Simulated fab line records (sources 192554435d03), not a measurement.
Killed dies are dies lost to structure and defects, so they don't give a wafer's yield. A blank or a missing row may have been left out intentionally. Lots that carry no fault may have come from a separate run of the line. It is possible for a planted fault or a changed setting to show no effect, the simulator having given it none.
Comparing a struck lot with a sound one | flow n5_finfet | 26 out of 1938 route steps
Sound: these wafers, L464.1, L464.2, L464.5. Wafers struck: L471.1, L471.4, L471.5. Last of all comes the cause.
At each step with rows: each side's tool, then ch and its chambers, then its first start. Under that, the readings that differ: sound wafers | struck wafers | difference of the means | sigmas: that difference in standard deviations of wafers without a fault.
alike: same words and numbers on both sides, and readings whose means sit less than 2 such deviations apart. not compared: any withheld reading, any reading some wafer has no value for, any bound like >300 that may hide the same value, and any number with overlapping values for which the record gives no deviation.
Wherever a step has rows on one side only, a row that says differs or no value, or a row with sigmas, the two part there. Numbers that have no deviation but don't overlap get no sigmas and don't part them. Lack of a reading on every wafer of one side parts them only where that side has two or more wafers.

first, 9 steps without rows for these wafers: N5_BEOL_M4_ILD_DEP_00 (deposits SiOC from DEMS/O2, target thk 79 nm, time 15.3 s); N5_BEOL_M4_PECVD_72 (deposits SiO2 from TEOS/O2, target thk 16 nm, time 18 s); N5_BEOL_M4_HM_DEP_02 (deposits TiN, target thk 20 nm); N5_BEOL_M4_COAT_61 (time 60 s, resist thk 60 nm); N5_BEOL_M4_COAT_62 (time 60 s, resist thk 12 nm); N5_BEOL_M4_COAT_73 (time 60 s, resist thk 5 nm); N5_BEOL_M4_COAT_05 (resist thk 30 nm); N5_BEOL_M4_EBR_07; N5_BEOL_M4_SOFTBAKE_06 (time 60 s).
N5_BEOL_M4_EXPOSE_08: exposes mask M4.
  sound on euv_scanner-01 ch 0, day 8 15:32; struck on euv_scanner-01 ch 0, day 10 14:33
  alike: mask
then, 2 steps without rows for these wafers: N5_BEOL_M4_PEB_09 (peb time 60 s); N5_BEOL_M4_DEVELOP_10 (develop time 30 s).
N5_BEOL_M4_CD_MEAS_11 targets a cd of 16.79 nm.
  sound on cd_sem-03 ch 0, day 8 15:40; struck on cd_sem-02 ch 0, day 10 14:41
  reading    | sound             | struck            | difference | sigmas
  cd_nm (nm) | 17.02 17.14 16.54 | 15.47 15.70 16.04 | -1.16      | -4
then, 1 step without rows for these wafers: N5_BEOL_M4_DESCUM_16 (chemistry O2, time 7 s).
N5_BEOL_M4_ETCH_74: etches underlayer in N2/H2, target depth 6.5 nm, time 5.2 s.
  sound on rie_diel-01 ch 1,3, day 8 15:59; struck on rie_diel-06 ch 0,2, day 10 14:54
  reading                         | sound | struck     | difference | sigmas
  model.BEOL_M4.cd_offset_nm (nm) | 0 0 0 | -1 -1 -0.6 | -1         |
  alike: drypump_motor_current_A, etch_rf_on_time_s, oes_product_au, rf_vpp_V, showerhead_plenum_p_Torr, throttle_valve_pct
  not compared: rf_hours_counter_h
then, 5 steps without rows for these wafers: N5_BEOL_M4_ETCH_63 (etches SiARC in CF4, target depth 15.6 nm, time 26 s); N5_BEOL_M4_ETCH_64 (etches SOC in N2/H2, target depth 75 nm, overetch 22.5 nm, time 121.9 s); N5_BEOL_M4_STRIP_65 (strips in N2/H2); N5_BEOL_M4_STRIP_75 (strips in N2/H2); N5_BEOL_M4_STRIP_66 (strips in CF4).
N5_BEOL_M4_HM_OPEN_17: chemistry Cl2/BCl3, target TiN, target depth 20 nm, overetch 6 nm.
  sound on rie_metal-01 ch 0,1, day 8 16:12; struck on rie_metal-02 ch 1, day 10 15:07
  reading                         | sound             | struck            | difference | sigmas
  drypump_motor_current_A (A)     | 5.4 5.5 5.6       | 6.2 6.2 6.2       | +0.7       | +2
  throttle_valve_pct (%)          | 22.19 22.03 22.04 | 21.79 21.80 21.79 | -0.29      | -2
  model.BEOL_M4.cd_offset_nm (nm) | 0 0 0             | -1 -1 -0.6        | -1         |
  alike: oes_product_au
  not compared: rf_hours_counter_h
then, 1 step without rows for these wafers: N5_BEOL_M4_STRIP_19 (strips in O2).
N5_BEOL_M4_CD_MEAS_18: pitch 36 nm, target cd 18 nm.
  sound on cd_sem-01, day 8 16:23; struck on cd_sem-03, day 10 15:18
  reading    | sound             | struck            | difference | sigmas
  cd_nm (nm) | 18.33 17.82 18.28 | 17.17 16.92 17.46 | -0.96      | -3
then, 1 step without rows for these wafers: N5_BEOL_M4_COAT_67 (time 60 s, resist thk 60 nm).
N5_BEOL_M4_RC_MEAS_101:
  the record has rows for the sound wafers here (prober-02 ch 0, day 9 02:08) and none for the struck ones
-- the record jumps here: 5 days lie between the struck wafers' starts before and after (it left off in module BEOL_M4 and takes up again in module PASSIVATION, whose first step shown is number 1936 of the route) --
N5_PASSIVATION_PROBE_49:
  sound on prober-01, day 13 16:14; struck on prober-01, day 15 11:29
  reading                  | sound          | struck         | difference | sigmas
  defect_limited_yield (%) | 89.8 90.5 89.7 | 0 0 0          | -90        | -69
  killed_at_M4_up          | 15 10 20       | 1098 1075 1106 | +1078      | +99 or more
  killed_dies              | 120 112 121    | 1180 1180 1180 | +1062      | +66
  killed_on_rim            | 21 14 20       | 152 152 152    | +134       | +39
  sort_bin_5_function (%)  | 5.9 5.0 5.8    | 15.2 8.9 39.7  | +15.7      | +18
  sort_n_pass              | 1060 1068 1059 | 0 0 0          | -1062      | -66
  sort_yield_pct (%)       | 89.8 90.5 89.7 | 0 0 0          | -90        | -69
  alike: killed_at_M0_to_M3, killed_at_contacts, killed_at_front_end, killed_at_other, killed_open, killed_short, sort_bin_6_memory

== WHERE THEY PART ==
Earliest at N5_BEOL_M4_CD_MEAS_11; latest, in this record, at N5_PASSIVATION_PROBE_49.

WHY: the cause the simulator had injected
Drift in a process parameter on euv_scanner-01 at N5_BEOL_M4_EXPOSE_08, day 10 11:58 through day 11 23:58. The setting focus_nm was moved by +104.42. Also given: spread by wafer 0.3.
